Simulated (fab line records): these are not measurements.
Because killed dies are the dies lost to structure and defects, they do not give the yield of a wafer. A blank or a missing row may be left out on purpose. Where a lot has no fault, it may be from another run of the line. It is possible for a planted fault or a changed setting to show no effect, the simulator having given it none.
A struck lot beside a sound one / flow n5_finfet / 32 steps out of a route of 1938
Sound: these wafers, L304.1, L304.3, L304.5. Struck: wafer L316.4 (left out: L316.1, L316.5 of the same lot, which were not struck); the cause appears at the end.
Order at every step that has rows: each side's tool, ch and its chambers, its first start. Under that, the readings that differ: sound wafers / struck wafers / difference of the means / sigmas: that difference in standard deviations of wafers without a fault.
alike: words and numbers the same on both sides, and readings whose means are apart by under 2 such deviations; not compared: readings that were withheld, readings missing a value for some wafer, numbers with overlapping values and no deviation given by the record, and bounds like >300 which may hide the same value.
The two part at a step that has a row with sigmas, a row that says differs or no value, or rows on one side only. Numbers that don't overlap but have no deviation are shown without sigmas and don't part them. A reading that every wafer of one side lacks parts them only if that side has two wafers or more.

first, 7 steps without rows for these wafers: N5_BEOL_M13_COAT_04 (resist thk 400 nm); N5_BEOL_M13_EBR_06; N5_BEOL_M13_SOFTBAKE_05 (time 60 s); N5_BEOL_M13_EXPOSE_07 (exposes mask V12); N5_BEOL_M13_PEB_08 (peb time 90 s); N5_BEOL_M13_DEVELOP_09 (develop time 45 s); N5_BEOL_M13_HARDBAKE_14 (time 120 s).
N5_BEOL_M13_CD_MEAS_10: the cd target is 190 nm.
  sound on cd_sem-03 ch 0, day 12 02:11; struck on cd_sem-03 ch 0, day 14 22:44
  alike: cd_nm
N5_BEOL_M13_OVL_MEAS_11:
  sound on overlay-01 ch 0, day 12 02:13; struck on overlay-01 ch 0, day 14 22:46
reading=V12_OVL (nm); sound=10 6 7; struck=-4; difference=-12; sigmas=-2
N5_BEOL_M13_INSPECT_12: inspects for defects (macro).
  sound: defect_inspect-02 at day 12 02:14; struck: defect_inspect-02 at day 14 22:47
  alike: raw_defect_count
N5_BEOL_M13_DESCUM_15: chemistry O2, time 7.9 s.
  sound on rie_diel-05 ch 0,1,3, day 12 02:16; struck on rie_diel-03 ch 0, day 14 22:49
reading=showerhead_plenum_p_Torr (Torr); sound=2.22 2.05 2.23; struck=2.00; difference=-0.17; sigmas=-2
  alike: drypump_motor_current_A, oes_product_au, rf_vpp_V, throttle_valve_pct
  not compared: rf_hours_counter_h
N5_BEOL_M13_ETCH_59: etches BARC in N2/H2, target depth 89 nm, overetch 26.7 nm, time 67.9 s.
  sound on rie_diel-05 ch 0,1,3, day 12 02:19; struck on rie_diel-03 ch 0, day 14 22:52
reading=throttle_valve_pct (%); sound=17.96 17.53 17.78; struck=18.25; difference=+0.49; sigmas=+2
  alike: drypump_motor_current_A, oes_product_au, rf_vpp_V, showerhead_plenum_p_Torr
  not compared: rf_hours_counter_h
N5_BEOL_M13_VIA_ETCH_16: etches SiOC in C4F8/O2/Ar, target depth 921.7 nm.
  sound on rie_diel-05 ch 0,1,3, day 12 02:22; struck on rie_diel-03 ch 0, day 14 22:55
reading=showerhead_plenum_p_Torr (Torr); sound=3.60 3.33 3.57; struck=3.25; difference=-0.25; sigmas=-2
  alike: C4F8_flow_sccm, drypump_motor_current_A, oes_product_au, rf_vpp_V, throttle_valve_pct
N5_BEOL_M13_STRIP_63: strips in N2/H2.
  sound on plasma_asher-01 ch 0,1, day 12 02:35; struck on plasma_asher-02 ch 1, day 14 23:09
  alike: drypump_motor_current_A, heater_power_w, oes_product_au, strip_time_to_endpoint_s
  not compared: rf_hours_counter_h
N5_BEOL_M13_STRIP_64: strips in N2/H2.
  sound on plasma_asher-01 ch 0,1, day 12 02:39; struck on plasma_asher-02 ch 1, day 14 23:13
  alike: drypump_motor_current_A, heater_power_w, oes_product_au, strip_time_to_endpoint_s
  not compared: rf_hours_counter_h
then, 2 steps without rows for these wafers: N5_BEOL_M13_STRIP_71 (strips in post etch residue remover, time 60 s); N5_BEOL_M13_SRD_72 (time 30 s, dry time 30 s).
N5_BEOL_M13_CD_MEAS_17: the cd target is 190 nm.
  sound: cd_sem-03 at day 12 02:48; struck: cd_sem-02 at day 14 23:22
  alike: cd_nm
then, 9 steps without rows for these wafers: N5_BEOL_M13_COAT_65 (time 60 s, resist thk 350 nm); N5_BEOL_M13_COAT_66 (time 60 s, resist thk 110 nm); N5_BEOL_M13_COAT_22 (resist thk 300 nm); N5_BEOL_M13_EBR_24; N5_BEOL_M13_SOFTBAKE_23 (time 60 s); N5_BEOL_M13_EXPOSE_25 (exposes mask M13, target cd 210 nm); N5_BEOL_M13_PEB_26 (peb time 90 s); N5_BEOL_M13_DEVELOP_27 (develop time 45 s); N5_BEOL_M13_HARDBAKE_32 (time 120 s).
N5_BEOL_M13_CD_MEAS_28: the cd target is 209.5 nm.
  sound on cd_sem-03 ch 0, day 12 03:15; struck on cd_sem-03 ch 0, day 14 23:49
  alike: cd_nm
N5_BEOL_M13_OVL_MEAS_29:
  sound on overlay-02 ch 0, day 12 03:17; struck on overlay-02 ch 0, day 14 23:51
  alike: M13_OVL
N5_BEOL_M13_INSPECT_30: inspects for defects (macro).
  sound: defect_inspect-01 at day 12 03:19; struck: defect_inspect-02 at day 14 23:52
reading=raw_defect_count; sound=1 0 0; struck=7; difference=+7; sigmas=+4
N5_BEOL_M13_DESCUM_33: chemistry O2, time 7.9 s.
  sound on rie_diel-05 ch 1,2,3, day 12 03:20; struck on rie_diel-04 ch 3, day 14 23:59
  alike: drypump_motor_current_A, oes_product_au, rf_vpp_V, showerhead_plenum_p_Torr, throttle_valve_pct
  not compared: rf_hours_counter_h
N5_PASSIVATION_PROBE_49:
  rows exist in the record for the struck wafers here (prober-02, day 16 12:15), but not for the sound ones

WHERE THEY PART
First at N5_BEOL_M13_OVL_MEAS_11; last, within this record, at N5_PASSIVATION_PROBE_49.

WHY: the cause the simulator had injected
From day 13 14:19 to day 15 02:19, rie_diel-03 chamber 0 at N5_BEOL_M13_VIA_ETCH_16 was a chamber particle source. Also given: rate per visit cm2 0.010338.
